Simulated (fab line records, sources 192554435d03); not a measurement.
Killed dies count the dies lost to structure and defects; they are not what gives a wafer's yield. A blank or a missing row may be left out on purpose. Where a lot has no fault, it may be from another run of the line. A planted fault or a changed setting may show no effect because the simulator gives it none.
2 desks, one fault -- flow n5Finfet -- every desk sees just its own numbers, and what lay behind them comes last

== METROLOGY DESK ==
Means of the sampled wafers that have a number, per lot and without regard to the tool the lot ran on: this is what the gauges read. A lot is out of limits, marked OUT, if its mean lies more than 4 standard deviations from the usual mean; the brackets give that distance. Shown here are 7 of its 10 readings, the ones lying furthest out on some lot.
Columns: A = DIBL_N at N5_BEOL_M4_RC_MEAS_101, usual 36.3 mV/V; B = IOFF_P at N5_BEOL_M4_RC_MEAS_101, usual 0.204 nA/um; C = ION_N at N5_BEOL_M4_RC_MEAS_101, usual 671 uA/um; D = ION_P at N5_BEOL_M4_RC_MEAS_101, usual 459 uA/um; E = SS_P at N5_BEOL_M4_RC_MEAS_101, usual 73.1 mV/dec; F = VT_N at N5_BEOL_M4_RC_MEAS_101, usual 250.2 mV; G = VT_P at N5_BEOL_M4_RC_MEAS_101, usual -251 mV
lot,first seen here,A,B,C,D,E,F,G
L145,day 9 20:46,36.1,0.176,657,445,72.9,254.1,-256
L153,day 11 15:51,39.1,0.226,675,462,74.2,248.5,-249
L155,day 12 16:26,38.7,0.251,678,463,73.8,248.3,-248
L158,day 13 05:57,37.0,0.195,665,454,73.4,250.5,-253
This desk found nothing out of limits on any of the 4 lots.

== AT THE TOOL OWNER'S DESK: lithoTrack-03 ==
The tool's own readings at N5_BEOL_M4_COAT_61 (time 60 s, resist thk 60 nm): means of the sampled wafers that have a number, for each lot that ran on this tool. A lot is out of limits, marked OUT, if its mean lies more than 4 standard deviations from the usual mean; the brackets give that distance.
Columns: A = exhaustPa at N5_BEOL_M4_COAT_61, usual 44.9 Pa; B = spinSpeedRpm at N5_BEOL_M4_COAT_61, usual 1500.0 rpm
lot,first seen here,A,B
L145,day 9 10:18,44.9,1501.4
L153,day 11 03:47,45.0,1196.8 (-99 or more) OUT
L155,day 12 09:04,43.6,1196.4 (-99 or more) OUT
This desk's finding: out of limits on L153, L155; first on L153, day 11 03:47 (spinSpeedRpm at N5_BEOL_M4_COAT_61). L145: within limits.

== BROUGHT TOGETHER ==
An alarm could have come from the tool owner's desk at day 11 03:47, on L153, L155.
Metrology desk: nothing out of limits seen.
The metrology desk holds a record of L153, L155, inside its limits.
Every lot named ran N5_BEOL_M4_COAT_61 on lithoTrack-03.

== WHAT HAD BEEN PUT IN BY THE SIMULATOR ==
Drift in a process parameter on lithoTrack-03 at N5_BEOL_M4_COAT_61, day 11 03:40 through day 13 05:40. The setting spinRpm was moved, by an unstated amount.
Shown lots that were struck: L153, L155.
How many hours passed from the start of the fault until each desk's first out-of-limits reading: the tool owner's desk, 0.
